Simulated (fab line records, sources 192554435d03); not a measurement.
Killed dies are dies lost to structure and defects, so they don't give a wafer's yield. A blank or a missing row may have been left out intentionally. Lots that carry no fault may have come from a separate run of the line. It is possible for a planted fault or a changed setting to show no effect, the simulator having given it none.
fab line records    flow n5-finfet    part 1 of 2: steps 1 to 16 of 26
[record] lots = 5  wafers = 15  last-day = 16
route steps=1938 shown BEOL_M0_CUTY@706 BEOL_M0@715
lots with no fault: from the same line, run without faults
start-h: the number of hours between the record's first day and the start of the first shown wafer of the lot    wait-h: time in hours since the lot's previous step    " the same as in the row above    L1.1+2: one row covering several wafers at once    - no value, or no start given    * or withheld: withheld    < > ~ a bound
route shown NAME@n: NAME is a module with steps in the file, n the number in the route of the first one    usual: mean/standard deviation of fault-free wafers    same: alike in all rows    chamber/n: place in a boat    sites: each site's reading    _std_site: standard deviation across them    _edge_site: inner sites' mean taken away from outer sites' mean    radius-mm: how far each site lies from the wafer's centre    mask NAME#n: copy n    behind: the most recent tool/chamber to have shaped the wafer    hold: reason for holding the lot/hours on hold/outcome of the hold    device: names the non-switching transistor (n, p or np)    end of line: the route-end tests of the same wafers    step lacking rows: just its recipe    killed: count of dies lost to structure and defects at first sort (not the wafer's yield)    map: dies across one wafer; x = killed, . = not, _ = none there
set.NAME: the setting that was run; set.NAME@STEP: the one run at that earlier step    model.NAME: the simulator's own value behind a step, which no gauge read
a table for each step, a row for each wafer; lots at some steps of the route
services: a tool's chamber out of use, with start hour (start-h, from the record's first day; less than 0 if before it), hours out, and reason
[[steps]]
[step N5_BEOL_M0_CUTY_PEB_55]
[recipe] peb-temp-c = 110  peb-time-s = 60  resist = CAR-ArF-block
lot.wafer   tool            chamber  start-h  wait-h
L077.1+2+5  litho-track-05  0        132.57   0.1
L083.2+4+6  litho-track-05  0        167.48   0.0
L085.2+3+6  litho-track-05  0        181.89   0.0
L091.3+4+5  litho-track-01  0        212.10   0.0
L092.1+2+6  litho-track-02  0        217.74   0.1
[step N5_BEOL_M0_CUTY_DEVELOP_56]
[recipe] develop-time-s = 30  developer = TMAH  resist = CAR-ArF-block  rinse-liquid = diw  dry = air-spin  dev-temp-c = 23
lot.wafer   tool            chamber  start-h  wait-h
L077.1+2+5  litho-track-05  0        -        -
L083.2+4+6  litho-track-05  0        -        -
L085.2+3+6  litho-track-05  0        -        -
L091.3+4+5  litho-track-01  0        -        -
L092.1+2+6  litho-track-02  0        -        -
[step N5_BEOL_M0_CUTY_CD_MEAS_57]
[recipe] target-cd-nm = 200  landing-energy-ev = 500  detector = se-inlens  polarity = line
[usual] cd-nm = 199.6/0.98
lot.wafer  tool       chamber  start-h  wait-h  cd-nm
L077.1     cd-sem-01  0        132.64   -       200.7
L077.2     "          0        "        "       198.8
L077.5     "          0        "        "       201.5
L083.2     cd-sem-03  0        167.54   -       199.5
L083.4     "          0        "        "       198.7
L083.6     "          0        "        "       198.6
L085.2     cd-sem-01  0        181.96   -       200.2
L085.3     "          0        "        "       199.9
L085.6     "          0        "        "       200.9
L091.3     cd-sem-03  0        212.16   -       199.4
L091.4     "          0        "        "       198.8
L091.5     "          0        "        "       196.8
L092.1     cd-sem-03  0        217.80   -       198.9
L092.2     "          0        "        "       199.9
L092.6     "          0        "        "       199.0
[step N5_BEOL_M0_CUTY_OVL_MEAS_58]
[recipe] points-per-wafer = 44
[usual] M0_ABLK_OVL = -0.3/0.77
[same] points-per-wafer = 44
lot.wafer  tool        chamber  start-h  wait-h  M0_ABLK_OVL[nm]
L077.1     overlay-01  0        132.67   0.0     0.7
L077.2     "           0        "        "       0.2
L077.5     "           0        "        "       0.0
L083.2     overlay-01  0        167.57   0.0     0.1
L083.4     "           0        "        "       -0.5
L083.6     "           0        "        "       -1.3
L085.2     overlay-01  0        181.99   0.0     0.8
L085.3     "           0        "        "       -0.4
L085.6     "           0        "        "       1.2
L091.3     overlay-01  0        212.19   0.0     -0.4
L091.4     "           0        "        "       0.1
L091.5     "           0        "        "       0.3
L092.1     overlay-02  0        217.83   0.0     -2.1
L092.2     "           0        "        "       -0.1
L092.6     "           0        "        "       -0.7
[step N5_BEOL_M0_CUTY_INSPECT_59]
[recipe] mode = adi  inspect-instrument = macro
[usual] raw-defect-count = 2.0/1.4
lot.wafer  tool               chamber  start-h  wait-h  raw-defect-count
L077.1     defect-inspect-01  -        132.69   0.0     1
L077.2     "                  -        "        "       2
L077.5     "                  -        "        "       3
L083.2     defect-inspect-01  -        167.60   0.0     4
L083.4     "                  -        "        "       0
L083.6     "                  -        "        "       2
L085.2     defect-inspect-01  -        182.01   0.0     0
L085.3     "                  -        "        "       2
L085.6     "                  -        "        "       1
L091.3     defect-inspect-02  -        212.22   0.0     3
L091.4     "                  -        "        "       4
L091.5     "                  -        "        "       5
L092.1     defect-inspect-02  -        217.86   0.0     5
L092.2     "                  -        "        "       3
L092.6     "                  -        "        "       2
[step N5_BEOL_M0_CUTY_DESCUM_61]
[recipe] chemistry = O2  time-s = 7.9  source-power-w = 50  bias-power-w = 20  pressure-mtorr = 20  rf-frequency-hz = 2.712e+07  temp-c = 40  resist = CAR-ArF-block  o2-flow-sccm = 225
[usual] drypump-motor-current-A = 5.7/0.32  o2-flow-sccm = 224.9/0.73  oes-product-au = 0.78/0.077  rf-vpp-V = 243.1/1.2  showerhead-plenum-p-Torr = 2.09/0.062  throttle-valve-pct = 20.4/0.31
lot.wafer  tool         chamber  start-h  wait-h  drypump-motor-current-A  o2-flow-sccm  oes-product-au  rf-hours-counter-h  rf-vpp-V  showerhead-plenum-p-Torr  throttle-valve-pct
L077.1     rie-diel-04  1        132.91   0.2     5.4                      225.3         0.71            197                 243.7     2.09                      20.4
L077.2     "            3        "        "       6.1                      225.7         0.82            64                  240.4     2.04                      20.2
L077.5     "            0        "        "       6.2                      224.5         0.90            -                   244.2     2.14                      20.2
L083.2     rie-diel-01  0        167.70   0.1     5.1                      225.5         0.86            31                  243.3     2.15                      20.4
L083.4     "            3        "        "       5.5                      224.8         0.84            60                  243.6     2.13                      20.6
L083.6     "            2        "        "       5.9                      223.9         0.68            -                   240.7     1.96                      20.8
L085.2     rie-diel-01  0        182.14   0.1     5.1                      225.5         0.87            35                  244.3     2.15                      20.4
L085.3     "            2        "        "       5.9                      224.8         0.68            243                 241.9     1.96                      20.8
L085.6     "            0        "        "       5.1                      225.2         0.88            -                   245.1     2.15                      20.4
L091.3     rie-diel-04  0        212.31   0.1     6.2                      224.6         0.86            55                  242.2     2.13                      20.2
L091.4     "            3        "        "       6.2                      224.9         0.79            -                   242.3     2.03                      20.3
L091.5     "            0        "        "       6.2                      226.2         0.86            -                   245.7     2.13                      20.2
L092.1     rie-diel-06  3        218.43   0.6     6.1                      224.9         0.81            117                 243.1     2.10                      20.3
L092.2     "            0        "        "       5.6                      224.1         0.81            66                  243.1     2.01                      19.8
L092.6     "            0        "        "       5.5                      224.0         0.81            -                   242.6     2.01                      19.8
[step N5_BEOL_M0_CUTY_ETCH_62]
[recipe] chemistry = CF4  target = SiARC  mask-material = CAR-ArF-block  time-s = 58.5  ion-energy-ev = 80  pressure-mtorr = 40  source-w = 545  bias-w = 36  Ar_flow_sccm = 100  cf4-flow-sccm = 100  ends = cleared
[usual] drypump-motor-current-A = 5.7/0.32  etch-rf-on-time-s = 58.3/2.2  oes-product-au = 0.67/0.068  rf-vpp-V = 184.2/1  showerhead-plenum-p-Torr = 2.15/0.056  throttle-valve-pct = 15.60/0.29
lot.wafer  tool         chamber  start-h  wait-h  drypump-motor-current-A  etch-rf-on-time-s  oes-product-au  rf-hours-counter-h  rf-vpp-V  showerhead-plenum-p-Torr  throttle-valve-pct
L077.1     rie-diel-04  1        132.94   0.0     5.4                      60.0               0.60            197                 184.6     2.13                      15.58
L077.2     "            3        "        "       6.1                      58.8               0.70            64                  183.7     2.08                      15.37
L077.5     "            0        "        "       6.2                      56.9               0.77            -                   184.7     2.18                      15.22
L083.2     rie-diel-01  0        167.74   0.0     5.1                      56.3               0.77            31                  183.4     2.19                      15.45
L083.4     "            3        "        "       5.5                      60.2               0.71            60                  184.4     2.16                      15.62
L083.6     "            2        "        "       5.8                      61.5               0.57            -                   182.3     2.04                      16.16
L085.2     rie-diel-01  0        182.17   0.0     5.1                      55.1               0.76            35                  183.9     2.18                      15.49
L085.3     "            2        "        "       5.9                      60.4               0.57            243                 182.9     2.04                      16.18
L085.6     "            0        "        "       5.1                      54.6               0.78            -                   185.4     2.18                      15.49
L091.3     rie-diel-04  0        212.35   0.0     6.2                      56.9               0.73            55                  185.3     2.17                      15.28
L091.4     "            3        "        "       6.1                      60.1               0.66            -                   182.6     2.07                      15.40
L091.5     "            0        "        "       6.2                      56.8               0.73            -                   183.4     2.17                      15.28
L092.1     rie-diel-06  3        218.47   0.0     6.0                      57.7               0.69            117                 184.8     2.15                      15.47
L092.2     "            0        "        "       5.5                      60.8               0.68            66                  182.5     2.09                      15.21
L092.6     "            0        "        "       5.5                      60.8               0.68            -                   181.9     2.09                      15.21
[step N5_BEOL_M0_CUTY_ETCH_63]
[recipe] chemistry = N2/H2  target = SOC  target-depth-a = 827  overetch-a = 165  mask-material = SiARC  temp-c = 40  ion-energy-ev = 200  time-s = 124  pressure-mtorr = 30  source-w = 840  bias-w = 150  n2-flow-sccm = 200  h2-flow-sccm = 200
[usual] drypump-motor-current-A = 5.7/0.32  oes-product-au = 0.64/0.059  rf-vpp-V = 524.0/2.2  showerhead-plenum-p-Torr = 2.55/0.076  throttle-valve-pct = 17.82/0.26
lot.wafer  tool         chamber  start-h  wait-h  drypump-motor-current-A  oes-product-au  rf-hours-counter-h  rf-vpp-V  showerhead-plenum-p-Torr  throttle-valve-pct
L077.1     rie-diel-04  1        132.99   0.0     5.4                      0.59            197                 523.1     2.51                      17.56
L077.2     "            3        "        "       6.1                      0.67            65                  521.7     2.45                      17.51
L077.5     "            0        "        "       6.2                      0.73            -                   526.3     2.61                      17.60
L083.2     rie-diel-01  0        167.78   0.0     5.1                      0.72            31                  525.0     2.63                      17.88
L083.4     "            3        "        "       5.6                      0.69            61                  524.7     2.58                      17.90
L083.6     "            2        "        "       5.9                      0.57            -                   519.9     2.41                      18.31
L085.2     rie-diel-01  0        182.22   0.0     5.1                      0.71            35                  524.9     2.63                      17.88
L085.3     "            2        "        "       5.9                      0.57            243                 520.3     2.41                      18.30
L085.6     "            0        "        "       5.1                      0.70            -                   526.6     2.63                      17.89
L091.3     rie-diel-04  0        212.39   0.0     6.2                      0.69            55                  524.4     2.59                      17.66
L091.4     "            3        "        "       6.1                      0.65            -                   522.0     2.44                      17.54
L091.5     "            0        "        "       6.2                      0.69            -                   524.7     2.59                      17.66
L092.1     rie-diel-06  3        218.51   0.0     6.0                      0.66            117                 524.7     2.55                      17.61
L092.2     "            0        "        "       5.6                      0.66            66                  522.7     2.50                      17.72
L092.6     "            0        "        "       5.5                      0.67            -                   521.6     2.50                      17.70
[step N5_BEOL_M0_CUTY_STRIP_64]
[recipe] chemistry = N2/H2  temp-c = 40  n2-flow-sccm = 200  h2-flow-sccm = 200  rf-frequency-hz = 6e+07
lot.wafer   tool         chamber  start-h  wait-h
L077.1+2+5  rie-diel-04  1,3,0    133.10   0.1
L083.2+4+6  rie-diel-01  0,3,2    167.90   0.1
L085.2+3+6  rie-diel-01  0,2,0    182.33   0.1
L091.3+4+5  rie-diel-04  0,3,0    212.51   0.1
L092.1+2+6  rie-diel-06  3,0,0    218.63   0.1
[step N5_BEOL_M0_ETCH_138]
[recipe] chemistry = CH3F/O2  target-depth-a = 120  target = SiCN  time-s = 31.6  ion-energy-ev = 120  pressure-mtorr = 30  source-w = 395  bias-w = 75  Ar_flow_sccm = 150  CH3F_flow_sccm = 30  O2_flow_sccm = 20  ends = cleared
[usual] drypump-motor-current-A = 5.7/0.31  etch-rf-on-time-s = 29.2/1  oes-product-au = 0.67/0.067  rf-vpp-V = 297.4/1.3  showerhead-plenum-p-Torr = 2.01/0.047  throttle-valve-pct = 16.30/0.3
lot.wafer  tool         chamber  start-h  wait-h  drypump-motor-current-A  etch-rf-on-time-s  oes-product-au  rf-hours-counter-h  rf-vpp-V  showerhead-plenum-p-Torr  throttle-valve-pct
L077.1     rie-diel-04  1        133.11   0.0     5.4                      27.1               0.61            197                 296.4     1.99                      16.26
L077.2     "            3        "        "       6.1                      29.8               0.69            65                  297.2     1.96                      16.22
L077.5     "            0        "        "       6.2                      27.8               0.77            -                   295.4     2.03                      15.92
L083.2     rie-diel-01  0        167.91   0.0     5.1                      28.7               0.75            31                  298.1     2.03                      16.08
L083.4     "            3        "        "       5.5                      29.9               0.72            61                  297.4     2.01                      16.29
L083.6     "            2        "        "       5.8                      31.4               0.58            -                   295.6     1.92                      16.93
L085.2     rie-diel-01  0        182.34   0.0     5.1                      28.9               0.75            35                  297.7     2.03                      16.11
L085.3     "            2        "        "       5.9                      28.9               0.58            243                 295.6     1.91                      16.95
L085.6     "            0        "        "       5.1                      28.5               0.76            -                   299.3     2.03                      16.11
L091.3     rie-diel-04  0        212.52   0.0     6.2                      27.6               0.74            55                  297.5     2.02                      15.96
L091.4     "            3        "        "       6.1                      29.1               0.67            -                   295.8     1.95                      16.25
L091.5     "            0        "        "       6.2                      29.1               0.74            -                   297.6     2.02                      15.96
L092.1     rie-diel-06  3        218.64   0.0     6.0                      29.2               0.68            117                 296.8     2.01                      16.17
L092.2     "            0        "        "       5.5                      29.8               0.70            66                  295.8     1.94                      15.89
L092.6     "            0        "        "       5.6                      29.6               0.70            -                   296.0     1.94                      15.88
[step N5_BEOL_M0_HM_OPEN_105]
[recipe] chemistry = Cl2/BCl3  target-depth-a = 120  target = TiN  ion-energy-ev = 150  pressure-mtorr = 10  icp-w = 1000  bias-w = 126  Cl2_flow_sccm = 53.25  bcl3-flow-sccm = 21.75  Ar_flow_sccm = 25
[usual] bcl3-flow-sccm = 21.75/0.068  drypump-motor-current-A = 5.6/0.32  he-backside-leak-sccm = 3.32/0.16  oes-product-au = 0.85/0.1  throttle-valve-pct = 22.08/0.19
lot.wafer  tool          chamber  start-h  wait-h  bcl3-flow-sccm  drypump-motor-current-A  he-backside-leak-sccm  oes-product-au  rf-hours-counter-h  throttle-valve-pct
L077.1     rie-metal-02  0        136.02   2.9     21.75           5.4                      3.37                   0.90            6                   22.00
L077.2     "             1        "        "       21.91           5.6                      3.32                   0.80            38                  21.86
L077.5     "             1        "        "       21.80           5.6                      3.27                   0.81            -                   21.87
L083.2     rie-metal-03  0        168.97   1.0     21.92           5.2                      3.39                   0.57            135                 22.34
L083.4     "             0        "        "       21.80           5.2                      3.31                   0.57            -                   22.34
L083.6     "             1        "        "       21.65           5.5                      3.61                   0.89            -                   22.30
L085.2     rie-metal-03  1        182.49   0.1     21.80           5.5                      3.19                   0.89            -                   22.31
L085.3     "             1        "        "       21.76           5.5                      3.34                   0.89            -                   22.32
L085.6     "             1        "        "       21.66           5.5                      3.42                   0.88            -                   22.31
L091.3     rie-metal-01  0        213.08   0.5     21.72           6.2                      3.33                   0.84            -                   21.89
L091.4     "             1        "        "       21.82           5.5                      3.54                   0.90            -                   22.18
L091.5     "             0        "        "       21.79           6.2                      3.28                   0.84            -                   21.88
L092.1     rie-metal-03  0        218.74   0.1     21.75           5.2                      3.01                   0.94            2                   21.95
L092.2     "             1        "        "       21.62           5.5                      3.50                   0.89            16                  22.31
L092.6     "             0        "        "       21.75           5.2                      3.03                   0.95            -                   21.92
[step N5_BEOL_M0_STRIP_140]
[recipe] chemistry = CF4  resist = SiARC  power-w = 300  bias-power-w = 75  pressure-mtorr = 50  cf4-flow-sccm = 150  rf-frequency-hz = 6e+07
[usual] drypump-motor-current-A = 5.7/0.31  oes-product-au = 0.78/0.069  rf-vpp-V = 271.3/1.5  showerhead-plenum-p-Torr = 1.81/0.05  throttle-valve-pct = 13.56/0.27
lot.wafer  tool         chamber  start-h  wait-h  drypump-motor-current-A  oes-product-au  rf-hours-counter-h  rf-vpp-V  showerhead-plenum-p-Torr  throttle-valve-pct
L077.1     rie-diel-01  2        136.26   0.2     5.8                      0.68            228                 271.6     1.70                      14.04
L077.2     "            1        "        "       5.6                      0.73            181                 271.3     1.87                      13.95
L077.5     "            2        "        "       5.8                      0.68            -                   270.9     1.70                      14.06
L083.2     rie-diel-01  2        169.14   0.1     5.8                      0.68            239                 269.9     1.70                      14.07
L083.4     "            1        "        "       5.6                      0.72            192                 271.5     1.86                      13.98
L083.6     "            2        "        "       5.8                      0.68            -                   267.3     1.70                      14.09
L085.2     rie-diel-06  1        182.82   0.3     5.9                      0.66            253                 272.0     1.84                      13.92
L085.3     "            0        "        "       5.6                      0.83            49                  269.0     1.75                      13.16
L085.6     "            0        "        "       5.6                      0.83            -                   269.8     1.75                      13.17
L091.3     rie-diel-04  2        213.20   0.1     5.5                      0.69            206                 274.0     1.85                      13.51
L091.4     "            3        "        "       6.1                      0.77            -                   270.8     1.71                      13.30
L091.5     "            0        "        "       6.2                      0.84            -                   270.9     1.82                      13.28
L092.1     rie-diel-04  2        218.91   0.1     5.5                      0.69            209                 270.7     1.85                      13.47
L092.2     "            0        "        "       6.2                      0.84            58                  270.9     1.82                      13.28
L092.6     "            1        "        "       5.4                      0.68            -                   270.1     1.78                      13.65
[step N5_BEOL_M0_STRIP_104]
[recipe] chemistry = N2/H2  power-w = 450  temp-c = 40  pressure-mtorr = 20  rf-frequency-hz = 6e+07  overash-fraction = 0.3  bias-power-w = 7  h2-frac = 0.5  n2-flow-sccm = 200  h2-flow-sccm = 200
[usual] drypump-motor-current-A = 5.7/0.31  oes-product-au = 0.79/0.074  rf-vpp-V = 59.2/1.5  showerhead-plenum-p-Torr = 2.56/0.07  throttle-valve-pct = 23.7/0.31
lot.wafer  tool         chamber  start-h  wait-h  drypump-motor-current-A  oes-product-au  rf-hours-counter-h  rf-vpp-V  showerhead-plenum-p-Torr  throttle-valve-pct
L077.1     rie-diel-01  2        136.28   0.0     5.8                      0.69            228                 56.0      2.41                      24.0
L077.2     "            1        "        "       5.6                      0.75            181                 59.4      2.65                      24.3
L077.5     "            2        "        "       5.9                      0.69            -                   58.6      2.41                      24.0
L083.2     rie-diel-01  2        169.16   0.0     5.8                      0.69            239                 56.8      2.40                      24.1
L083.4     "            1        "        "       5.6                      0.76            192                 59.9      2.64                      24.3
L083.6     "            2        "        "       5.8                      0.68            -                   59.5      2.40                      24.1
L085.2     rie-diel-06  1        182.84   0.0     5.9                      0.67            253                 59.1      2.59                      23.6
L085.3     "            0        "        "       5.5                      0.85            49                  57.7      2.50                      23.7
L085.6     "            0        "        "       5.6                      0.85            -                   62.3      2.50                      23.7
L091.3     rie-diel-04  2        213.22   0.0     5.4                      0.70            206                 58.9      2.63                      23.5
L091.4     "            3        "        "       6.1                      0.78            -                   56.8      2.44                      23.3
L091.5     "            0        "        "       6.2                      0.87            -                   60.9      2.59                      23.7
L092.1     rie-diel-04  2        218.93   0.0     5.5                      0.69            209                 56.7      2.63                      23.5
L092.2     "            0        "        "       6.2                      0.86            58                  56.4      2.59                      23.7
L092.6     "            1        "        "       5.4                      0.68            -                   60.2      2.50                      23.2
[step N5_BEOL_M0_WET_ETCH_106]
[recipe] chemistry = DHF  dilution = 10:1  temp-c = 25  target = SiO2  target-depth-a = 1300  dry = ipa-marangoni  rinse-time-s = 30  rinse-temp-c = 23
[usual] rinse-temp-c = 22.99/0.11
lot.wafer  tool          chamber  start-h  wait-h  rinse-temp-c
L077.1     wet-bench-04  7        136.35   -       22.96
L077.2     "             5        "        "       23.28
L077.5     "             3        "        "       23.00
L083.2     wet-bench-06  1        169.22   -       23.10
L083.4     "             7        "        "       23.01
L083.6     "             3        "        "       22.93
L085.2     wet-bench-04  2        182.91   -       22.99
L085.3     "             4        "        "       22.87
L085.6     "             5        "        "       23.09
L091.3     wet-bench-04  3        213.29   -       22.87
L091.4     "             7        "        "       23.11
L091.5     "             5        "        "       22.97
L092.1     wet-bench-03  5        219.00   -       22.87
L092.2     "             2        "        "       23.01
L092.6     "             7        "        "       23.03
[step N5_BEOL_M0_ETCH_128]
[recipe] chemistry = CF4/N2  target-depth-a = 120  overetch-a = 51  target = SiCN  time-s = 21.4  ion-energy-ev = 150  pressure-mtorr = 40  source-w = 430  bias-w = 70  Ar_flow_sccm = 100  cf4-flow-sccm = 60  n2-flow-sccm = 60
[usual] drypump-motor-current-A = 5.7/0.31  oes-product-au = 0.55/0.053  rf-vpp-V = 382.6/1.8  showerhead-plenum-p-Torr = 2.22/0.06  throttle-valve-pct = 15.42/0.28
lot.wafer  tool         chamber  start-h  wait-h  drypump-motor-current-A  oes-product-au  rf-hours-counter-h  rf-vpp-V  showerhead-plenum-p-Torr  throttle-valve-pct
L077.1     rie-diel-06  0        136.41   0.0     5.6                      0.70            36                  380.8     2.17                      15.01
L077.2     "            2        "        "       5.7                      0.58            69                  383.4     2.24                      15.56
L077.5     "            3        "        "       6.1                      0.57            -                   382.0     2.23                      15.24
L083.2     rie-diel-01  1        169.28   0.0     5.6                      0.51            193                 383.6     2.28                      15.77
L083.4     "            2        "        "       5.8                      0.48            239                 378.6     2.11                      16.00
L083.6     "            2        "        "       5.8                      0.48            -                   380.0     2.11                      16.00
L085.2     rie-diel-01  3        183.34   0.4     5.5                      0.59            65                  383.2     2.22                      15.43
L085.3     "            1        "        "       5.6                      0.50            195                 382.5     2.28                      15.79
L085.6     "            0        "        "       5.1                      0.60            -                   383.9     2.25                      15.30
L091.3     rie-diel-06  0        213.91   0.6     5.6                      0.57            64                  379.4     2.16                      15.06
L091.4     "            0        "        "       5.5                      0.56            -                   380.5     2.16                      15.06
L091.5     "            3        "        "       6.1                      0.56            -                   381.8     2.22                      15.30
L092.1     rie-diel-01  2        219.06   0.0     5.9                      0.66            2                   386.0     2.37                      15.54
L092.2     "            1        "        "       5.5                      0.49            211                 385.2     2.28                      15.81
L092.6     "            1        "        "       5.6                      0.51            -                   384.2     2.28                      15.81
[step N5_BEOL_M0_TRENCH_ETCH_107]
[recipe] chemistry = C4F6/O2  target-depth-a = 328  target = SiOC  time-s = 16.4  ion-energy-ev = 250  pressure-mtorr = 30  source-w = 355  bias-w = 185  Ar_flow_sccm = 300  C4F6_flow_sccm = 10  O2_flow_sccm = 10
[usual] drypump-motor-current-A = 5.7/0.31  oes-product-au = 0.79/0.076  rf-vpp-V = 669/21  showerhead-plenum-p-Torr = 2.86/0.07  throttle-valve-pct = 20.9/0.31
lot.wafer  tool         chamber  start-h  wait-h  drypump-motor-current-A  oes-product-au  rf-hours-counter-h  rf-vpp-V  showerhead-plenum-p-Torr  throttle-valve-pct
L077.1     rie-diel-06  0        136.45   0.0     5.6                      0.85            36                  712       2.78                      20.4
L077.2     "            2        "        "       5.7                      0.85            69                  670       2.90                      21.1
L077.5     "            3        "        "       6.1                      0.83            -                   639       2.88                      20.7
L083.2     rie-diel-01  1        169.33   0.0     5.6                      0.73            193                 684       2.91                      21.1
L083.4     "            2        "        "       5.9                      0.67            239                 659       2.74                      21.5
L083.6     "            2        "        "       5.9                      0.67            -                   658       2.74                      21.5
L085.2     rie-diel-01  3        183.39   0.0     5.5                      0.84            65                  683       2.85                      20.8
L085.3     "            1        "        "       5.6                      0.73            195                 684       2.91                      21.1
L085.6     "            0        "        "       5.1                      0.88            -                   644       2.88                      20.6
L091.3     rie-diel-06  0        213.96   0.0     5.5                      0.82            64                  710       2.77                      20.4
L091.4     "            0        "        "       5.5                      0.81            -                   709       2.77                      20.4
L091.5     "            3        "        "       6.1                      0.81            -                   637       2.86                      20.7
L092.1     rie-diel-01  2        219.10   0.0     5.8                      0.96            2                   669       3.07                      21.2
L092.2     "            1        "        "       5.6                      0.72            211                 682       2.90                      21.1
L092.6     "            1        "        "       5.6                      0.71            -                   683       2.90                      21.1
